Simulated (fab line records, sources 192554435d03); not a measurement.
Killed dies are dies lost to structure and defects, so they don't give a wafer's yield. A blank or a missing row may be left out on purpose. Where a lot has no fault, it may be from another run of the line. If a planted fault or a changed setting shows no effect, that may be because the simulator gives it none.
A struck lot beside a sound one | flow n5Finfet | 41 out of 1938 route steps
Sound: the wafers L786.1, L786.2, L786.6. Struck: wafers L778.2, L778.5, L778.6. At the end, the cause is stated.
Per side, at each step with rows, come the tool, then ch with its chambers, and then its first start. Under that, the readings that differ: sound wafers | struck wafers | difference of the means | sigmas: that difference in standard deviations of wafers without a fault.
alike: readings whose means differ by less than 2 such deviations, and words and numbers that are the same on both sides. not compared: withheld readings, readings that some wafer has no value for, bounds like >300 that may hide the same value, and numbers for which the record gives no deviation and whose values overlap.
A row with sigmas, a row that says differs or no value, or rows on one side alone: a step with any of these is where the two part. Numbers that have no deviation but don't overlap get no sigmas and don't part them. A reading missing from all wafers of one side parts the sides only when that side holds two or more wafers.

first, 9 steps without rows for these wafers: N5_BEOL_M4_ANNEAL_95 (time 240 s); N5_BEOL_M4_SPUTTER_96 (material Cu, target thk 4.5 nm, time 8.29 s); N5_BEOL_M4_ECD_50 (material Cu, target thk 300 nm); N5_BEOL_M4_ANNEAL_51 (time 90 s); N5_BEOL_M4_CMP_52 (polishes, stops on SiOC, t overpolish 6.8 s, target thk 40 nm); N5_BEOL_M4_PRE_CLEAN_60 (time 15 s); N5_BEOL_M4_CO_CAP_55 (material Co, precursor CCTBA/H2, target thk 2 nm, time 102.1 s); N5_BEOL_M4_PRE_CLEAN_56 (time 15 s); N5_BEOL_M4_DEP_57 (deposits SiCN from 3MS/NH3, target thk 8 nm, time 14 s).
N5_BEOL_M4_RC_MEAS_101:
  sound on prober-02 ch 0, day 13 22:21; struck on prober-02 ch 0, day 11 13:23
  alike: DIBL_N, DIBL_P, IOFF_N, IOFF_P, ION_N, ION_P, SS_N, SS_P, VT_N, VT_P
then, 24 steps without rows for these wafers: N5_BEOL_M5_ILD_DEP_00 (deposits SiCOH lowk from DEMS/porogen, target thk 140.64 nm, time 25.9 s); N5_BEOL_M5_CURE_79 (cures SiCOH lowk, time 240 s); N5_BEOL_M5_PECVD_70 (deposits SiO2 from TEOS/O2, target thk 16 nm, time 18 s); N5_BEOL_M5_HM_DEP_02 (deposits TiN, target thk 20 nm); N5_BEOL_M5_COAT_59 (time 60 s, resist thk 60 nm); N5_BEOL_M5_COAT_60 (time 60 s, resist thk 12 nm); N5_BEOL_M5_COAT_71 (time 60 s, resist thk 5 nm); N5_BEOL_M5_COAT_05 (resist thk 30 nm); N5_BEOL_M5_EBR_07; N5_BEOL_M5_SOFTBAKE_06 (time 60 s); N5_BEOL_M5_EXPOSE_08 (exposes mask M5, target cd 28 nm); N5_BEOL_M5_PEB_09 (peb time 60 s); N5_BEOL_M5_DEVELOP_10 (develop time 30 s); N5_BEOL_M5_DESCUM_16 (chemistry O2, time 7 s); N5_BEOL_M5_ETCH_72 (etches underlayer in N2/H2, target depth 6.5 nm, time 5.2 s); N5_BEOL_M5_ETCH_61 (etches SiARC in CF4, target depth 15.6 nm, time 26 s); N5_BEOL_M5_ETCH_62 (etches SOC in N2/H2, target depth 75 nm, overetch 15 nm, time 112.5 s); N5_BEOL_M5_STRIP_63 (strips in N2/H2); N5_BEOL_M5_STRIP_73 (strips in N2/H2); N5_BEOL_M5_STRIP_64 (strips in CF4); N5_BEOL_M5_HM_OPEN_17 (chemistry Cl2/BCl3, target TiN, target depth 20 nm, overetch 6 nm); N5_BEOL_M5_STRIP_19 (strips in O2); N5_BEOL_M5_COAT_65 (time 60 s, resist thk 60 nm); N5_BEOL_M5_COAT_66 (time 60 s, resist thk 12 nm).
-- record jumps: 3 days separate the struck wafers' starts on either side; left off in module BEOL_M5, taken up again in module BEOL_M11, whose first shown step is the route's number 1556 --
N5_BEOL_M11_STRIP_67: strips in CF4.
  sound on rieDiel-02 ch 0,2, day 16 13:00; struck on rieDiel-02 ch 1,2,3, day 14 05:58
  no value came back on the struck wafers for any of 7 readings (biasPowerW (W), cf4FlowSccm (sccm) and others); on the sound wafers biasPowerW (W) reads 75.08 75.20 74.88
reading                                    | sound | struck       | difference | sigmas
model.SiARC_of_BEOL_M11_COAT_60.thkNm (nm) | 0 0 0 | 23.6 23.2 23 | +23.3      | 
  not compared: rfHoursCounterH
N5_BEOL_M11_STRIP_19: strips in O2.
  sound on rieDiel-06 ch 1,2,3, day 16 13:09; struck on rieDiel-06 ch 0,2,3, day 14 06:07
reading                                  | sound       | struck       | difference | sigmas
rfVppV (V)                               | 2.5 3.9 3.6 | 5.2 4.9 4.2  | +1.4       | +2
model.SOC_of_BEOL_M11_COAT_59.thkNm (nm) | 0 0 0       | 91.6 92 91.8 | +91.8      | 
  alike: chamberPressureMTorr, drypumpMotorCurrentA, oesProductAu, showerheadPlenumPTorr, tempC, throttleValvePct
  not compared: rfHoursCounterH
N5_BEOL_M11_ETCH_66: etches SOC in N2/H2, target depth 120 nm, overetch 24 nm, time 180 s.
  sound on rieDiel-06 ch 0,1,3, day 16 13:55; struck on rieDiel-02 ch 0,1,2, day 14 16:32
reading                 | sound             | struck            | difference | sigmas
oesProductAu (a.u.)     | 0.57 0.63 0.65    | 0.92 0.67 0.87    | +0.20      | +3
model.etch.depthNm (nm) | 99.98 99.99 100.3 | 147.5 142.9 147.9 | +46.0      | 
  alike: drypumpMotorCurrentA, rfVppV, showerheadPlenumPTorr, tempC, throttleValvePct
  not compared: rfHoursCounterH
N5_BEOL_M11_VIA_ETCH_34: etches SiCOH lowk in C4F6/O2, target depth 184.5 nm, time 69.2 s.
  sound on rieDiel-06 ch 0,1,3, day 16 14:03; struck on rieDiel-02 ch 0,1,2, day 14 16:39
reading             | sound          | struck         | difference | sigmas
oesProductAu (a.u.) | 0.71 0.80 0.80 | 0.35 0.26 0.32 | -0.46      | -6
  alike: drypumpMotorCurrentA, rfVppV, showerheadPlenumPTorr, throttleValvePct
  not compared: rfHoursCounterH
N5_BEOL_M11_ETCH_41: etches SiCN in CH3F/O2, target depth 42.6 nm, time 86 s.
  sound: rieDiel-06 ch 0,1,3; struck: rieDiel-02 ch 0,1,2
reading                                    | sound | struck         | difference | sigmas
model.SiARC_of_BEOL_M11_COAT_60.thkNm (nm) | 0 0 0 | 10.8 10.8 10.4 | +10.7      | 
  alike: drypumpMotorCurrentA, oesProductAu, rfVppV, showerheadPlenumPTorr, throttleValvePct
  not compared: rfHoursCounterH
N5_BEOL_M11_OCD_MEAS_38:
  struck on ocd-02, day 14 16:56; sound on ocd-01, day 16 14:20
reading            | sound       | struck | difference                    | sigmas
trenchDepthNm (nm) | 154 154 147 | - - -  | no value on the struck wafers | 
N5_PASSIVATION_PROBE_49:
  struck on prober-02, day 16 16:32; sound on prober-02, day 18 03:26
reading                 | sound          | struck         | difference | sigmas
defectLimitedYield (%)  | 91.9 89.5 89.3 | 0 0 0          | -90        | -64
killed_at_M4_up         | 20 15 25       | 1132 1104 1112 | +1096      | +99 or more
killedDies              | 96 124 126     | 1180 1180 1180 | +1065      | +67
killedOnRim             | 8 16 18        | 152 152 152    | +138       | +34
killedOpen              | 62 87 83       | 35 59 43       | -32        | -3
sort_bin_5_function (%) | 4.7 6.4 5.9    | 98.1 96.7 97.5 | +91.8      | +99 or more
sortNPass               | 1084 1037 1054 | 0 0 0          | -1058      | -38
sortYieldPct (%)        | 91.9 87.9 89.3 | 0 0 0          | -90        | -37
  alike: killed_at_M0_to_M3, killedAtContacts, killedAtFrontEnd, killedAtOther, killedShort, sort_bin_4_leakage, sort_bin_6_memory

## WHERE THEY PART
At N5_BEOL_M11_STRIP_67 first; at N5_PASSIVATION_PROBE_49 last (within this record only).

WHY: what had been put in by the simulator
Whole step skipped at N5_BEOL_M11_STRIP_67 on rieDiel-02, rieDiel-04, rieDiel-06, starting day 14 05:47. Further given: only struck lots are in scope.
